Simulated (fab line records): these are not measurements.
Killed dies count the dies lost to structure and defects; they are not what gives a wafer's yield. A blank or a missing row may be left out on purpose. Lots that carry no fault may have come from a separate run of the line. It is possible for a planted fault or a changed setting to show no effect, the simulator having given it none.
Check of tool commonality ; flow nand_harc ; Sampled: 13 lots, 39 wafers

## REASON FOR OPENING
At NHARC_A_ONON_D1_THK_MEAS_02 the reading thk_nm is flagged on 2 of 13 lots. Wafers without a fault read 1003 nm, standard deviation 9.7.
Rule: a lot is flagged in two cases, either no wafer of it has a number, or all its wafers with numbers fall more than 4 standard deviations from that mean. All remaining lots are regarded as sound.

lot;measured;on;thk_nm (nm), wafer by wafer;flag
L774;day 10 02:38;film_metro-01;989 988 989;
L775;day 10 03:02;film_metro-02;1005 1006 1007;
L780;day 10 12:41;film_metro-02;999 999 999;
L779;day 10 12:41;film_metro-01;996 997 995;
L778;day 10 17:27;film_metro-01;1010 1009 1010;
L781;day 10 17:28;film_metro-02;989 991 989;
L785;day 11 02:01;film_metro-01;1002 1003 1001;
L791;day 11 10:42;film_metro-02;1008 1007 1008;
L789;day 11 10:58;film_metro-01;615 614 616;FLAGGED
L790;day 11 17:28;film_metro-01;585 585 584;FLAGGED
L792;day 12 03:05;film_metro-01;1005 1007 1005;
L794;day 12 07:45;film_metro-02;1013 1011 1012;
L793;day 12 07:45;film_metro-01;1011 1011 1012;
The mean of the flagged lots' numbers is 600 nm, -403 nm from the usual (-42 standard deviations).

## TOOL THAT RAN EACH LOT
The record keeps 1 process step preceding the reading, out of 1159 steps on the route. Read each cell as the tool, then ch plus the chambers that the sampled wafers visited, then the start.
lot;flag;NHARC_A_ONON_D1_DEP_00
L774;;pecvd_onon-04 ch 0, day 10 02:07
L775;;pecvd_onon-03 ch 0, day 10 02:29
L780;;pecvd_onon-03 ch 0, day 10 12:14
L779;;pecvd_onon-02 ch 0, day 10 12:21
L778;;pecvd_onon-03 ch 0, day 10 17:07
L781;;pecvd_onon-02 ch 0, day 10 16:57
L785;;pecvd_onon-03 ch 0, day 11 01:30
L791;;pecvd_onon-02 ch 0, day 11 10:11
L789;FLAGGED;pecvd_onon-03 ch 0, day 11 10:27
L790;FLAGGED;pecvd_onon-03 ch 0, day 11 17:08
L792;;pecvd_onon-04 ch 0, day 12 02:34
L794;;pecvd_onon-04 ch 0, day 12 07:17
L793;;pecvd_onon-02 ch 0, day 12 07:14
What is done by these steps:
- NHARC_A_ONON_D1_DEP_00: target thk 1000 nm.
- NHARC_A_ONON_D1_THK_MEAS_02: measures by ellipsometry.

## FLAGGED OVER TOTAL, TOOL BY TOOL (the gauges that took the reading come last)
step;tool;lots run;flagged;share of the flagged lots;sound lots run after its first flagged lot
NHARC_A_ONON_D1_DEP_00;pecvd_onon-02;4;0;none;-
NHARC_A_ONON_D1_DEP_00;pecvd_onon-03;6;2;all;0
NHARC_A_ONON_D1_DEP_00;pecvd_onon-04;3;0;none;-
NHARC_A_ONON_D1_THK_MEAS_02;film_metro-01;8;2;all;2 (L792,L793)
NHARC_A_ONON_D1_THK_MEAS_02;film_metro-02;5;0;none;-

## THE TABLE: WHAT IT ALLOWS
Every flagged lot went through 2 rows of the table: pecvd_onon-03 at NHARC_A_ONON_D1_DEP_00 and film_metro-01 at NHARC_A_ONON_D1_THK_MEAS_02.
- pecvd_onon-03 at NHARC_A_ONON_D1_DEP_00: 2 of its 6 lots flagged. It ran its last sound lot, L785, at day 11 01:30 and its first flagged lot, L789, at day 11 10:27: a fault with its onset between the two fits.
- film_metro-01 at NHARC_A_ONON_D1_THK_MEAS_02: 2 of its 8 lots flagged. Sound lots ran on it after the first flagged one (L792, L793), which a lasting fault on the whole tool wouldn't allow.
Just one tool remains: pecvd_onon-03 at NHARC_A_ONON_D1_DEP_00.

## WHAT THE SIMULATOR HAD INSERTED
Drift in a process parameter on pecvd_onon-03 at NHARC_A_ONON_D1_DEP_00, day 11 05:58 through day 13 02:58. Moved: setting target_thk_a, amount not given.
Struck lots among those shown: L789, L790. The same result came from the rule above.
